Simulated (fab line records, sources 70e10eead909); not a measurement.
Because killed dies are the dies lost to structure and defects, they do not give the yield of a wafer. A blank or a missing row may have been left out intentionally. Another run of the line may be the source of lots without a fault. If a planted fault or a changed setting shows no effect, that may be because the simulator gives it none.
fab line records ; flow nandHarc
record lots=6; wafers=18; lastDay=34
route steps=1302 shown A_CHANNEL_FILL_D1@495 END@1302
lots untouched by any fault: they come from a run of this same line in which no faults occurred
startH: the number of hours between the record's first day and the start of the first shown wafer of the lot ; waitH: time in hours since the lot's previous step ; " repeats the value in the row above ; L1.1+2: a row that stands for several wafers ; - no value, or no start was given ; * or withheld: withheld ; < > ~ a bound
route shown NAME@n: a module of which the file shows steps, and the number in the route of the first ; usual: mean/standard deviation of fault-free wafers ; same: alike in all rows ; chamber/n: place in a boat ; sites: per-site readings ; _std_site: their standard deviation ; _edge_site: outer sites' mean less inner sites' ; radiusMm: how far each site lies from the wafer's centre ; mask NAME#n: copy n ; behind: the most recent tool/chamber to have shaped the wafer ; hold: what put the lot on hold/how long, in hours/how the hold closed ; device: whichever transistor did not switch (one of n, p or np) ; end of line: the same wafers' tests at the end of the route ; step lacking rows: just its recipe ; killed: not the wafer's yield, but the dies lost to structure and defects at the first sort ; map: per-die view of a wafer (x killed, . not killed, _ where there is no die)
set.NAME: setting as actually run; set.NAME@STEP: the setting as run at that earlier step ; model.NAME: the simulator's own value behind a step, which no gauge read
a table for each step, a row for each wafer; lots at some steps of the route
services: a tool's chamber out of use, with start hour (startH, from the record's first day; less than 0 if before it), hours out, and reason
## steps
# step NHARC_A_CHANNEL_FILL_D1_ALD_15
# recipe targetThkA=20; pulseTimeS=60; aldCycles=19; tempC=630; pressureTorr=2; material=SiNx
# usual chamberPressureTorr=2.000/0.0043; precursorPulseHeightRel=1.000/0.02
# same aldCycles=19
lot.wafer;tool;chamber;startH;waitH;chamberPressureTorr;precursorPulseHeightRel
L920.1;aldSinBatch-02;0;-;-;1.998;1.014
L920.4;aldSinBatch-02;0;-;-;2.006;1.006
L920.5;aldSinBatch-02;0;-;-;1.993;1.006
L928.2;aldSinBatch-01;0;-;-;2.001;1.016
L928.4;aldSinBatch-01;0;-;-;2.002;0.990
L928.6;aldSinBatch-01;0;-;-;1.994;0.983
L933.4;aldSinBatch-03;0;-;-;1.996;0.989
L933.5;aldSinBatch-03;0;-;-;1.999;1.052
L933.6;aldSinBatch-03;0;-;-;1.998;1.017
L938.2;aldSinBatch-01;0;-;-;2.001;1.003
L938.5;aldSinBatch-01;0;-;-;2.000;1.033
L938.6;aldSinBatch-01;0;-;-;2.003;1.028
L939.2;aldSinBatch-03;0;-;-;2.003;1.004
L939.3;aldSinBatch-03;0;-;-;2.001;0.956
L939.5;aldSinBatch-03;0;-;-;1.999;1.030
L940.3;aldSinBatch-01;0;-;-;1.999;1.003
L940.4;aldSinBatch-01;0;-;-;1.994;1.013
L940.6;aldSinBatch-01;0;-;-;2.002;0.964
# step NHARC_A_CHANNEL_FILL_D1_ALD_16
# recipe targetThkA=15; pulseTimeS=10; aldCycles=15; tempC=300; material=SiO2
# step NHARC_A_CHANNEL_FILL_D1_ANNEAL_17
# recipe tempC=850; timeS=1800
# step NHARC_A_CHANNEL_FILL_D1_CVD_18
# recipe targetThkA=30; tempC=550; material=poly-Si
# step NHARC_A_CHANNEL_FILL_D1_ETCHBACK_19
# recipe targetDepthA=50; timeS=1.7; hbrFlowSccm=150; cl2FlowSccm=50; rfW=400; icpW=400; biasW=100; chemistry=HBr/Cl2
# usual drypumpMotorCurrentA=5.9/0.52; oesProductAu=0.997/0.011; throttleValvePct=26.406/0.0083
# same timeS=1.7
lot.wafer;tool;chamber;startH;waitH;drypumpMotorCurrentA;oesProductAu;rfHoursCounterH;throttleValvePct
L920.4;rieSi-05;0;242.87;0.4;6.6;1.010;0.54;26.404
L920.1;rieSi-05;1;242.87;0.4;6.2;0.992;0.62;26.400
L920.5;rieSi-05;3;242.87;0.4;6.2;0.992;-;26.400
L928.4;rieSi-05;2;326.50;0.4;6.3;1.015;0.04;26.419
L928.2;rieSi-05;0;326.50;0.4;6.6;0.989;0.08;26.399
L928.6;rieSi-05;1;326.50;0.4;6.2;0.997;-;26.424
L933.4;rieSi-05;2;377.29;0.4;6.3;0.999;0.26;26.415
L933.6;rieSi-05;1;377.29;0.4;6.2;0.993;-;26.384
L933.5;rieSi-05;2;377.29;0.4;6.3;1.010;-;26.395
L938.2;rieSi-06;3;424.87;0.4;6.1;1.000;1.04;26.390
L938.6;rieSi-06;0;424.87;0.4;5.4;1.020;-;26.414
L938.5;rieSi-06;1;424.87;0.4;4.8;0.984;-;26.395
L939.2;rieSi-05;3;429.33;0.4;6.1;1.002;0.61;26.408
L939.3;rieSi-05;0;429.33;0.4;6.6;0.978;0.65;26.417
L939.5;rieSi-05;0;429.33;0.4;6.6;0.991;-;26.419
L940.3;rieSi-05;0;449.34;0.4;6.6;0.991;0.80;26.404
L940.4;rieSi-05;2;449.34;0.4;6.3;1.007;0.75;26.406
L940.6;rieSi-05;0;449.34;0.4;6.6;0.989;-;26.409
# step NHARC_A_CHANNEL_FILL_D1_ETCHBACK_20
# recipe targetDepthA=270; timeS=13.5; c4f8FlowSccm=withheld; o2FlowSccm=8; arFlowSccm=withheld; rfW=600; biasW=1500; chemistry=C4F8/O2/Ar
# usual oesProductAu=0.96/0.038; rfVppV=982/6.3
# same timeS=13.5
lot.wafer;tool;chamber;startH;waitH;oesProductAu;rfHoursCounterH;rfVppV
L920.4;rieDiel-03;3;243.00;-;0.93;6.4;983
L920.1;rieDiel-03;0;243.00;-;0.92;6.7;978
L920.5;rieDiel-03;2;243.00;-;0.93;-;972
L928.4;rieDiel-03;2;326.61;-;1.00;1.4;970
L928.2;rieDiel-03;1;326.61;-;1.00;1.7;988
L928.6;rieDiel-03;3;326.61;-;1.00;-;981
L933.4;rieDiel-04;0;377.43;-;0.98;1.1;982
L933.6;rieDiel-04;2;377.43;-;0.99;-;982
L933.5;rieDiel-04;3;377.43;-;1.01;-;989
L938.2;rieDiel-03;2;424.98;-;0.93;5.9;969
L938.5;rieDiel-03;0;424.98;-;0.93;-;978
L938.6;rieDiel-03;1;424.98;-;0.93;-;986
L939.2;rieDiel-01;2;429.46;-;1.00;2.1;987
L939.3;rieDiel-01;0;429.46;-;1.02;1.7;985
L939.5;rieDiel-01;2;429.46;-;1.01;-;986
L940.4;rieDiel-04;0;449.47;-;0.98;6.4;982
L940.3;rieDiel-04;1;449.47;-;0.99;3.6;987
L940.6;rieDiel-04;3;449.47;-;1.00;-;988
# step NHARC_A_CHANNEL_FILL_D1_STRIP_28
# recipe timeS=20; o2FlowSccm=500; arFlowSccm=0; biasW=0; chemistry=O2
# usual drypumpMotorCurrentA=5.7/0.51; oesProductAu=1.000/0.012; rfVppV=58.0/0.88; showerheadPlenumPTorr=3.64/0.15; throttleValvePct=17.036/0.0097
# same timeS=20
lot.wafer;tool;chamber;startH;waitH;drypumpMotorCurrentA;oesProductAu;rfHoursCounterH;rfVppV;showerheadPlenumPTorr;throttleValvePct
L920.1;rieDiel-03;1;243.08;0.1;6.3;1.000;4.9;59.1;3.75;17.027
L920.4;rieDiel-03;2;243.08;0.1;5.7;0.995;6.1;58.1;3.32;17.038
L920.5;rieDiel-03;2;243.08;0.1;5.7;0.991;-;57.3;3.32;17.049
L928.2;rieDiel-03;0;326.70;0.1;5.9;1.005;1.7;57.4;3.51;17.028
L928.4;rieDiel-03;3;326.70;0.1;5.0;1.008;1.4;58.6;3.65;17.044
L928.6;rieDiel-03;1;326.70;0.1;6.3;1.000;-;58.8;3.75;17.047
L933.4;rieDiel-04;1;377.51;0.1;5.4;0.992;0.7;58.7;3.77;17.046
L933.6;rieDiel-04;2;377.51;0.1;5.7;0.986;-;57.6;3.63;17.050
L933.5;rieDiel-04;3;377.51;0.1;6.5;1.009;-;57.3;3.77;17.037
L938.2;rieDiel-03;3;425.06;0.1;5.0;0.988;5.6;58.2;3.65;17.023
L938.6;rieDiel-03;0;425.06;0.1;5.9;1.007;-;57.3;3.51;17.054
L938.5;rieDiel-03;1;425.06;0.1;6.3;1.000;-;58.2;3.75;17.043
L939.3;rieDiel-01;0;429.55;0.1;4.9;1.006;1.7;58.1;3.69;17.034
L939.2;rieDiel-01;3;429.55;0.1;6.0;0.983;2.0;56.3;3.31;17.032
L939.5;rieDiel-01;0;429.55;0.1;4.9;1.014;-;56.7;3.69;17.043
L940.4;rieDiel-04;2;449.55;0.1;5.6;0.976;4.6;58.4;3.62;17.037
L940.3;rieDiel-04;3;449.55;0.1;6.5;1.001;6.4;57.4;3.77;17.030
L940.6;rieDiel-04;2;449.55;0.1;5.7;0.985;-;57.3;3.62;17.023
# step NHARC_A_CHANNEL_FILL_D1_PRECLEAN_21
# recipe timeS=30; chemistry=dHF
# step NHARC_A_CHANNEL_FILL_D1_SRD_23
# step NHARC_A_CHANNEL_FILL_D1_CVD_05
# recipe targetThkA=50; tempC=550; material=poly-Si
# step NHARC_A_CHANNEL_FILL_D1_ANNEAL_22
# recipe tempC=620; timeS=7200
# step NHARC_A_CHANNEL_FILL_D1_ALD_25
# recipe targetThkA=600; pulseTimeS=10; aldCycles=600; tempC=300; material=SiOx
# usual aldCycles=600/0; heaterPowerOuterW=266/29; heaterPowerW=467/50; precursorPulseHeightRel=1.001/0.021
lot.wafer;tool;chamber;startH;waitH;aldCycles;heaterPowerOuterW;heaterPowerW;precursorPulseHeightRel;sinceWetCleanH
L920.1;aldHk-02;3;255.45;0.7;600;276;485;1.004;71
L920.4;aldHk-02;1;256.67;1.9;600;300;513;0.998;72
L920.5;aldHk-02;3;257.89;3.1;600;272;462;0.972;-
L928.2;aldHk-01;0;340.30;0.1;600;219;408;0.998;36
L928.4;aldHk-01;3;342.15;1.9;600;265;467;0.977;37
L928.6;aldHk-01;1;343.37;3.1;600;227;425;0.979;-
L933.4;aldHk-03;0;389.20;0.0;600;285;465;1.006;158
L933.5;aldHk-03;0;391.62;2.5;600;280;476;1.007;-
L933.6;aldHk-03;1;391.62;2.5;600;289;497;0.978;-
L938.2;aldHk-03;3;435.11;1.1;-;-;-;-;-
L938.5;aldHk-03;2;436.94;2.9;-;-;-;-;-
L938.6;aldHk-03;3;436.94;2.9;-;-;-;-;-
L939.2;aldHk-03;3;441.94;0.7;-;-;-;-;-
L939.3;aldHk-03;1;443.17;1.9;-;-;-;-;-
L939.5;aldHk-03;3;444.40;3.2;-;-;-;-;-
L940.3;aldHk-01;0;461.22;0.1;600;221;421;1.006;156
L940.4;aldHk-01;3;463.08;1.9;600;262;478;0.953;158
L940.6;aldHk-01;1;464.32;3.1;600;233;426;1.016;-
# step NHARC_A_CHANNEL_FILL_D1_ETCHBACK_08
# recipe targetDepthA=2200; timeS=110; c4f8FlowSccm=20; arFlowSccm=withheld; rfW=600; biasW=300; chemistry=C4F8
# usual oesProductAu=0.95/0.036; rfVppV=442/3.1
# same timeS=110
lot.wafer;tool;chamber;startH;waitH;oesProductAu;rfHoursCounterH;rfVppV
L920.4;rieDiel-01;2;-;-;1.02;3.2;445
L920.1;rieDiel-01;0;-;-;1.01;2.6;444
L920.5;rieDiel-01;3;-;-;0.98;-;437
L928.4;rieDiel-03;0;-;-;0.93;2.2;439
L928.2;rieDiel-03;2;-;-;0.92;2.2;436
L928.6;rieDiel-03;0;-;-;0.93;-;439
L933.4;rieDiel-03;2;-;-;0.92;4.3;438
L933.5;rieDiel-03;3;-;-;0.92;-;444
L933.6;rieDiel-03;0;-;-;0.93;-;441
L938.2;rieDiel-01;2;-;-;0.93;3.8;444
L938.6;rieDiel-01;1;-;-;0.93;-;445
L938.5;rieDiel-01;2;-;-;0.93;-;445
L939.2;rieDiel-04;0;-;-;0.97;6.3;442
L939.3;rieDiel-04;1;-;-;0.99;3.6;445
L939.5;rieDiel-04;0;-;-;0.97;-;442
L940.4;rieDiel-01;3;-;-;0.97;5.8;438
L940.3;rieDiel-01;1;-;-;1.00;6.5;444
L940.6;rieDiel-01;2;-;-;0.99;-;444
# step NHARC_END_SORT_01
# recipe tempC=25
# usual killedAtArray=55/17; killedAtOther=1.1/1.6; killedAtPeriphery=3.8/2.5; killedDies=60/18; killedOpen=3.3/1.9; killedShort=2.5/1.7
# same grossDies=677
lot.wafer;tool;chamber;startH;waitH;killedAtArray;killedAtOther;killedAtPeriphery;killedDies;killedOpen;killedShort
L938.2;prober-01;0;765.25;2.8;670;5;2;677;4;0
L938.5;prober-01;0;767.67;3.7;670;4;3;677;5;4
L938.6;prober-01;0;768.48;4.0;661;11;5;677;8;2
L939.2;prober-01;0;801.23;2.8;673;1;3;677;3;2
L939.3;prober-01;0;802.02;3.1;675;0;2;677;4;3
L939.5;prober-01;0;803.58;3.6;675;0;2;677;2;3
# killed by level:class
L938.2 A_CHANNEL_FILL_D1:areaAld=613 A_CHANNEL_HOLE_D2:chamberFilmFlake=26 A_CONTACT:chamberFilmFlake=13 A_CHANNEL_HOLE_D1:chamberFilmFlake=10 A_SLIT:chamberFilmFlake=5 THIN_TSV:chamberFilmFlake=5 A_WL_FILL:geometricParticle:open=3 P_GATE:geometricParticle:open=1
L938.5 A_CHANNEL_FILL_D1:areaAld=619 A_CHANNEL_HOLE_D2:chamberFilmFlake=23 A_CHANNEL_HOLE_D1:chamberFilmFlake=9 A_CONTACT:chamberFilmFlake=9 A_SLIT:chamberFilmFlake=4 THIN_TSV:chamberFilmFlake=4 P_GATE:geometricParticle:open=1 P_CONTACT:geometricParticle:open=1
L938.6 A_CHANNEL_FILL_D1:areaAld=616 A_CHANNEL_HOLE_D1:chamberFilmFlake=13 A_CHANNEL_HOLE_D2:chamberFilmFlake=12 THIN_TSV:chamberFilmFlake=11 A_SLIT:chamberFilmFlake=7 A_CONTACT:chamberFilmFlake=6 P_M1:geometricParticle:open=2 A_BLC:geometricParticle:open=2
L939.2 A_CHANNEL_FILL_D1:areaAld=637 A_SLIT:chamberFilmFlake=13 A_CONTACT:chamberFilmFlake=10 A_CHANNEL_HOLE_D1:chamberFilmFlake=7 P_GATE:chamberFilmFlake=2 P_M0:geometricParticle:short=1 A_CHANNEL_FILL_D1:geometricParticle:short=1 A_CHANNEL_FILL_D2:geometricParticle:open=1
L939.3 A_CHANNEL_FILL_D1:areaAld=625 A_SLIT:chamberFilmFlake=19 A_CHANNEL_HOLE_D1:chamberFilmFlake=18 A_CONTACT:chamberFilmFlake=7 P_CONTACT:geometricParticle:short=1 A_CHANNEL_HOLE_D2:geometricParticle:short=1 A_CHANNEL_FILL_D2:geometricParticle:open=1 A_WL_FILL:geometricParticle:short=1
L939.5 A_CHANNEL_FILL_D1:areaAld=629 A_SLIT:chamberFilmFlake=15 A_CONTACT:chamberFilmFlake=12 A_CHANNEL_HOLE_D1:chamberFilmFlake=9 A_DECK1_JOINT:chamberFilmFlake=2 A_STAIRCASE:chamberFilmFlake=2 P_GATE:geometricParticle:short=1 A_CHANNEL_FILL_D1:geometricParticle:short=1
# map L938.2 (x killed, . not)
____________x____________
_________xxxxxxx_________
_______xxxxxxxxxxx_______
______xxxxxxxxxxxxx______
_____xxxxxxxxxxxxxxx_____
____xxxxxxxxxxxxxxxxx____
____xxxxxxxxxxxxxxxxx____
___xxxxxxxxxxxxxxxxxxx___
___xxxxxxxxxxxxxxxxxxx___
__xxxxxxxxxxxxxxxxxxxxx__
__xxxxxxxxxxxxxxxxxxxxx__
_xxxxxxxxxxxxxxxxxxxxxxx_
_xxxxxxxxxxxxxxxxxxxxxxx_
_xxxxxxxxxxxxxxxxxxxxxxx_
_xxxxxxxxxxxxxxxxxxxxxxx_
_xxxxxxxxxxxxxxxxxxxxxxx_
xxxxxxxxxxxxxxxxxxxxxxxxx
xxxxxxxxxxxxxxxxxxxxxxxxx
xxxxxxxxxxxxxxxxxxxxxxxxx
xxxxxxxxxxxxxxxxxxxxxxxxx
xxxxxxxxxxxxxxxxxxxxxxxxx
_xxxxxxxxxxxxxxxxxxxxxxx_
_xxxxxxxxxxxxxxxxxxxxxxx_
_xxxxxxxxxxxxxxxxxxxxxxx_
_xxxxxxxxxxxxxxxxxxxxxxx_
_xxxxxxxxxxxxxxxxxxxxxxx_
__xxxxxxxxxxxxxxxxxxxxx__
__xxxxxxxxxxxxxxxxxxxxx__
___xxxxxxxxxxxxxxxxxxx___
___xxxxxxxxxxxxxxxxxxx___
____xxxxxxxxxxxxxxxxx____
____xxxxxxxxxxxxxxxxx____
_____xxxxxxxxxxxxxxx_____
______xxxxxxxxxxxxx______
_______xxxxxxxxxxx_______
_________xxxxxxx_________
____________x____________
# map L939.2 (x killed, . not)
____________x____________
_________xxxxxxx_________
_______xxxxxxxxxxx_______
______xxxxxxxxxxxxx______
_____xxxxxxxxxxxxxxx_____
____xxxxxxxxxxxxxxxxx____
____xxxxxxxxxxxxxxxxx____
___xxxxxxxxxxxxxxxxxxx___
___xxxxxxxxxxxxxxxxxxx___
__xxxxxxxxxxxxxxxxxxxxx__
__xxxxxxxxxxxxxxxxxxxxx__
_xxxxxxxxxxxxxxxxxxxxxxx_
_xxxxxxxxxxxxxxxxxxxxxxx_
_xxxxxxxxxxxxxxxxxxxxxxx_
_xxxxxxxxxxxxxxxxxxxxxxx_
_xxxxxxxxxxxxxxxxxxxxxxx_
xxxxxxxxxxxxxxxxxxxxxxxxx
xxxxxxxxxxxxxxxxxxxxxxxxx
xxxxxxxxxxxxxxxxxxxxxxxxx
xxxxxxxxxxxxxxxxxxxxxxxxx
xxxxxxxxxxxxxxxxxxxxxxxxx
_xxxxxxxxxxxxxxxxxxxxxxx_
_xxxxxxxxxxxxxxxxxxxxxxx_
_xxxxxxxxxxxxxxxxxxxxxxx_
_xxxxxxxxxxxxxxxxxxxxxxx_
_xxxxxxxxxxxxxxxxxxxxxxx_
__xxxxxxxxxxxxxxxxxxxxx__
__xxxxxxxxxxxxxxxxxxxxx__
___xxxxxxxxxxxxxxxxxxx___
___xxxxxxxxxxxxxxxxxxx___
____xxxxxxxxxxxxxxxxx____
____xxxxxxxxxxxxxxxxx____
_____xxxxxxxxxxxxxxx_____
______xxxxxxxxxxxxx______
_______xxxxxxxxxxx_______
_________xxxxxxx_________
____________x____________
## services
tool;chamber;startH;hours;kind
aldHk-03;-;222.52;10.0;pm
rieDiel-01;0;230.88;14.8;repair
rieDiel-03;0;236.72;1.6;repair
rieSi-06;0;246.76;4.8;repair
rieDiel-01;2;261.29;4.9;repair
aldSinBatch-02;-;266.00;26.0;pm
rieSi-06;-;270.24;9.0;pm
rieDiel-03;-;281.30;9.0;pm
rieDiel-01;1;285.59;5.6;repair
aldHk-01;-;296.00;10.0;pm
rieSi-05;-;305.00;9.0;pm
rieSi-06;2;315.34;14.3;repair
rieDiel-04;-;317.41;0.2;repair
rieDiel-01;1;336.19;5.9;repair
rieSi-05;-;349.62;0.9;repair
rieDiel-04;-;354.90;9.0;pm
rieSi-06;2;360.41;26.4;repair
rieDiel-01;-;366.70;0.3;repair
rieDiel-01;-;380.82;9.0;pm
aldHk-03;-;400.52;10.0;pm
rieSi-06;0;404.18;4.7;repair
rieDiel-01;0;409.81;2.9;repair
rieDiel-04;1;427.59;1.7;repair
rieDiel-03;-;458.30;9.0;pm
## key
firstSign step=NHARC_A_CHANNEL_FILL_D1_ALD_25; reading=toolRecord; direction=missing
effect step=NHARC_END_SORT_01; reading=killedAtArray; direction=up; sigmas=35; usual=55; struck=671
moreKillsBornAt NHARC_A_CHANNEL_FILL_D1_ALD_25@aldHk-03=3738
metAt NHARC_A_CHANNEL_FILL_D1_ALD_25
struckWafers L938.2,L938.5,L938.6,L939.2,L939.3,L939.5
laterRowsLeftOut L938.2,L938.5,L938.6,L939.2,L939.3,L939.5
testerLeftOut L938,L939
onsetBetween 389.20 435.11
fault kind=skippedStepWhole; tool=aldHk-03; chamber=-; onsetH=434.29; steps=NHARC_A_CHANNEL_FILL_D1_ALD_25; scope=struckLotsOnly
# testerLeftOut: of these lots the tester's yield and bins aren't shown, on N5 and GAA mostly nor the transistor test; their killed dies are dies lost to structure and defects alone, not to doping, threshold or leakage, so they don't give the yield
# laterRowsLeftOut: the simulator's readings of these wafers behind a module that went badly wrong aren't trusted and aren't shown, but for the sort
